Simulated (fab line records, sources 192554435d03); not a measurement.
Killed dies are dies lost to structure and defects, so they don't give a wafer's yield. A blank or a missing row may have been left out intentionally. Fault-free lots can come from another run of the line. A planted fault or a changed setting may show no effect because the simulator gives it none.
Split-lot trial + flow n5_finfet + 21 wafers read across 7 lots, on a route 1938 steps long

== ON THE SPLIT ==
At N5_BEOL_M15_COAT_58 (time 60 s, resist thk 89 nm), the setting spin_rpm was moved away from the recipe's 1500 rpm on 7 of the 21 wafers read, by -4.5% to +6.5%. For the rest of the wafers, this setting stayed at what the recipe calls for.

== FROM THE SPLIT TO THE READING: what the file shows between them, 3 steps ==
- N5_BEOL_M15_COAT_04: resist thk 800 nm
- N5_BEOL_M15_EBR_06
- N5_BEOL_M15_DESCUM_15: chemistry O2, time 7.9 s

== THE READING ==
etch.depth_nm (the simulator's own value, which no gauge read), in nm, at N5_BEOL_M15_ETCH_59 (etches BARC in N2/H2, target depth 89 nm, overetch 26.7 nm, time 67.9 s). The file gives no usual value for it. Here, 14 wafers ran the recipe; their average is 89.10 nm with a standard deviation of 0.26 nm.

| wafer  | tool, chamber at the split | spin_rpm as run, rpm | against the recipe | etch.depth_nm, nm | against lot-mates on the recipe |
|--------|----------------------------|----------------------|--------------------|-------------------|---------------------------------|
| L078.2 | litho_track-05, 0          | 1596                 | +6.4%              | 86.31             | no lot-mate on the recipe       |
| L078.4 | litho_track-05, 0          | 1596                 | +6.4%              | 86.47             | no lot-mate on the recipe       |
| L078.5 | litho_track-05, 0          | 1596                 | +6.4%              | 86.24             | no lot-mate on the recipe       |
| L077.1 | litho_track-02, 0          | 1500                 | recipe             | 88.92             | -                               |
| L077.2 | litho_track-02, 0          | 1500                 | recipe             | 88.7              | -                               |
| L077.4 | litho_track-02, 0          | 1500                 | recipe             | 88.96             | -                               |
| L080.1 | litho_track-03, 0          | 1432                 | -4.5%              | 90.95             | +2.34                           |
| L080.2 | litho_track-03, 0          | 1500                 | recipe             | 88.61             | -                               |
| L080.5 | litho_track-03, 0          | 1432                 | -4.5%              | 90.55             | +1.94                           |
| L096.3 | litho_track-05, 0          | 1500                 | recipe             | 89.39             | -                               |
| L096.4 | litho_track-05, 0          | 1500                 | recipe             | 89.31             | -                               |
| L096.6 | litho_track-05, 0          | 1588                 | +5.9%              | 86.66             | -2.69                           |
| L090.2 | litho_track-02, 0          | 1500                 | recipe             | 89.23             | -                               |
| L090.3 | litho_track-02, 0          | 1500                 | recipe             | 89.23             | -                               |
| L090.5 | litho_track-02, 0          | 1500                 | recipe             | 89.57             | -                               |
| L097.1 | litho_track-03, 0          | 1597                 | +6.5%              | 86.4              | -2.84                           |
| L097.2 | litho_track-03, 0          | 1500                 | recipe             | 89.26             | -                               |
| L097.5 | litho_track-03, 0          | 1500                 | recipe             | 89.22             | -                               |
| L092.3 | litho_track-02, 0          | 1500                 | recipe             | 88.96             | -                               |
| L092.4 | litho_track-02, 0          | 1500                 | recipe             | 89.16             | -                               |
| L092.6 | litho_track-02, 0          | 1500                 | recipe             | 88.92             | -                               |

THE FIT
A straight line over all 21 wafers: etch.depth_nm changes by -0.411 nm for each +1% of spin_rpm; r = -0.98; the points scatter about the line by 0.25 nm.
The same after taking each lot's own level away (the mean of its wafers on the recipe; 18 wafers): -0.457 nm for each +1%; r = -0.99; scatter 0.13 nm.
The reading moves by 3 nm for the largest change in spin_rpm, on that fit.
The span of the lots' own levels, 88.610 to 89.350 nm, comes to 2.9 times the standard deviation stated above.
So the lot-to-lot level changes the slope little: the two slopes agree.
Check: with one of the wafers moved furthest among these (+6.5%) left out of the fit, the line predicts -3.01 nm for it against its lot-mates. Against them it came out at -2.84 nm.

== THE OTHER SPLITS THESE WAFERS WENT THROUGH ==
Before the reading, these wafers also passed through other splits. Each is held against what the fit with the lots' levels taken away leaves over:
| other split on the same wafers | wafers away from the commonest value | r with etch.depth_nm (lot level and that fit taken away) |
|--------------------------------|--------------------------------------|----------------------------------------------------------|
| N5_BEOL_M14_PEB_26 peb_temp_c  | 5                                    | -0.12                                                    |
| N5_BEOL_M14_ETCH_68 time_s     | 10                                   | -0.24                                                    |

== THE WHOLE CHAIN: every reading that the file lists as answering this split, in the file's order ==
| step                | what it does                                                            | reading                                                                          | change (the file's fit)               | r (the file's) |
|---------------------|-------------------------------------------------------------------------|----------------------------------------------------------------------------------|---------------------------------------|----------------|
| N5_BEOL_M15_COAT_58 | time 60 s, resist thk 89 nm                                             | BARC_of_BEOL_M15_COAT_58.thk_nm (the simulator's own value, which no gauge read) | -0.46 nm for each +1% of the setting  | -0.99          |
| N5_BEOL_M15_ETCH_59 | etches BARC in N2/H2, target depth 89 nm, overetch 26.7 nm, time 67.9 s | etch.depth_nm (the simulator's own value, which no gauge read)                   | -0.453 nm for each +1% of the setting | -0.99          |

== THE FILE'S OWN FIT ==
etch.depth_nm changes by -0.453 nm for each +1% of spin_rpm, r = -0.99.
